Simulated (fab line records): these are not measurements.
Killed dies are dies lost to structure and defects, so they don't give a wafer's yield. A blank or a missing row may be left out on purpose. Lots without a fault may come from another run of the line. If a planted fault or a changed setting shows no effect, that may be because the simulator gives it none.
Split-lot trial | flow n5 finfet | 39 wafers read from 7 lots, route of 1938 steps

== THE SPLIT ==
At N5_GATE_CUT_ETCH_58 (etches SiNx in CH3F/O2, target depth 17 nm, time 128.6 s), the setting bias w was moved away from the recipe's 21 W on 12 of the 39 wafers read, by -19.0% to +12.8%. The other wafers ran this setting at the recipe's value.

Reading taken at the split's own step.

== THE READING ==
rf vpp V, in V, at N5_GATE_CUT_ETCH_58 (etches SiNx in CH3F/O2, target depth 17 nm, time 128.6 s). On this fab line, fault-free wafers typically give 99.2 V with a standard deviation of 0.98 V.

wafer  | tool, chamber at the split | bias w as run, W | against the recipe | rf vpp V, V | against lot-mates on the recipe
L074.1 | rie diel-05, 1             | 23.69            | +12.8%             | 106.8       | +7.4
L074.2 | rie diel-05, 0             | 21               | recipe             | 98.6        | -
L074.3 | rie diel-05, 2             | 23.69            | +12.8%             | 108.3       | +8.9
L074.4 | rie diel-05, 3             | 21               | recipe             | 99.6        | -
L074.5 | rie diel-05, 0             | 23.69            | +12.8%             | 106.9       | +7.5
L074.6 | rie diel-05, 1             | 21               | recipe             | 100.0       | -
L086.1 | rie diel-05, 2             | 21               | recipe             | 97.9        | -
L086.2 | rie diel-05, 1             | 21               | recipe             | 101.1       | -
L086.3 | rie diel-05, 0             | 18.53            | -11.8%             | 93.1        | -6.2
L086.4 | rie diel-05, 3             | 18.53            | -11.8%             | 90.3        | -9.0
L086.5 | rie diel-05, 1             | 21               | recipe             | 99.0        | -
L086.6 | rie diel-05, 0             | 18.53            | -11.8%             | 90.5        | -8.8
L087.1 | rie diel-03, 1             | 21               | recipe             | 100.6       | -
L087.2 | rie diel-03, 3             | 21               | recipe             | 99.0        | -
L087.3 | rie diel-03, 2             | 21               | recipe             | 99.6        | -
L089.1 | rie diel-03, 2             | 21               | recipe             | 99.6        | -
L089.2 | rie diel-03, 0             | 21               | recipe             | 98.9        | -
L089.3 | rie diel-03, 3             | 21               | recipe             | 100.3       | -
L089.4 | rie diel-03, 1             | 21               | recipe             | 99.5        | -
L089.5 | rie diel-03, 0             | 21               | recipe             | 98.4        | -
L089.6 | rie diel-03, 1             | 21               | recipe             | 99.3        | -
L093.1 | rie diel-05, 2             | 17.02            | -19.0%             | 86.2        | -12.7
L093.2 | rie diel-05, 3             | 21               | recipe             | 98.7        | -
L093.3 | rie diel-05, 0             | 17.02            | -19.0%             | 84.7        | -14.2
L093.4 | rie diel-05, 1             | 17.02            | -19.0%             | 87.5        | -11.4
L093.5 | rie diel-05, 1             | 21               | recipe             | 98.1        | -
L093.6 | rie diel-05, 0             | 21               | recipe             | 100.0       | -
L096.1 | rie diel-02, 2             | 19.6             | -6.7%              | 97.5        | -1.2
L096.2 | rie diel-02, 0             | 21               | recipe             | 98.1        | -
L096.3 | rie diel-02, 3             | 19.6             | -6.7%              | 94.4        | -4.3
L096.4 | rie diel-02, 1             | 21               | recipe             | 98.8        | -
L096.5 | rie diel-02, 2             | 19.6             | -6.7%              | 92.7        | -6.0
L096.6 | rie diel-02, 1             | 21               | recipe             | 99.3        | -
L097.1 | rie diel-05, 1             | 21               | recipe             | 100.4       | -
L097.2 | rie diel-05, 2             | 21               | recipe             | 99.0        | -
L097.3 | rie diel-05, 3             | 21               | recipe             | 99.0        | -
L097.4 | rie diel-05, 0             | 21               | recipe             | 98.9        | -
L097.5 | rie diel-05, 0             | 21               | recipe             | 98.8        | -
L097.6 | rie diel-05, 1             | 21               | recipe             | 99.1        | -

THE FIT
A straight line over all 39 wafers: rf vpp V changes by +0.67 V for each +1% of bias w; r = +0.98; the points scatter about the line by 1 V.
The same after taking each lot's own level away (the mean of its wafers on the recipe; 39 wafers): +0.656 V for each +1%; r = +0.98; scatter 1 V.
That fit puts the effect of the largest move of bias w on the reading at 12 V.
The span of the lots' own levels, 98.73 to 99.73 V, comes to 1.0 times the standard deviation stated above.
Consequently the slope shifts little with the lot-to-lot level, the two slopes agreeing.
Check: for one of the wafers moved furthest among these (-19.0%), held out of the fit, the line's prediction against its lot-mates is -12.4 V. It came out at -12.7 V against them.
Tool readings at the split's step, against how far the setting was moved: rf vpp V r = +0.98.

== FURTHER SPLITS ON THESE WAFERS ==
These wafers also went through other splits before the reading. Each is held against what the fit with the lots' levels taken away leaves over:
other split on the same wafers             | wafers away from the commonest value | r with rf vpp V (lot level and that fit taken away)
N5_WELL_APT_IMPLANT_31 energy kev          | 6                                    | -0.10
N5_FIN_SAQP_MANDREL_ETCH_22 target depth a | 18                                   | +0.26
N5_SD_EPI_N_LINER_46 target thk a          | 6                                    | +0.10

== THE WHOLE CHAIN: every reading that the file lists as answering this split, in the file's order ==
step                | what it does                                             | reading                                                        | change (the file's fit)                | r (the file's)
N5_GATE_CUT_ETCH_58 | etches SiNx in CH3F/O2, target depth 17 nm, time 128.6 s | rf vpp V                                                       | +0.657 V for each +1% of the setting   | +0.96
N5_GATE_CUT_ETCH_58 | etches SiNx in CH3F/O2, target depth 17 nm, time 128.6 s | etch.depth nm (the simulator's own value, which no gauge read) | +0.0836 nm for each +1% of the setting | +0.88

== THE FILE'S OWN FIT ==
rf vpp V changes by +0.657 V for each +1% of bias w, r = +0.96.
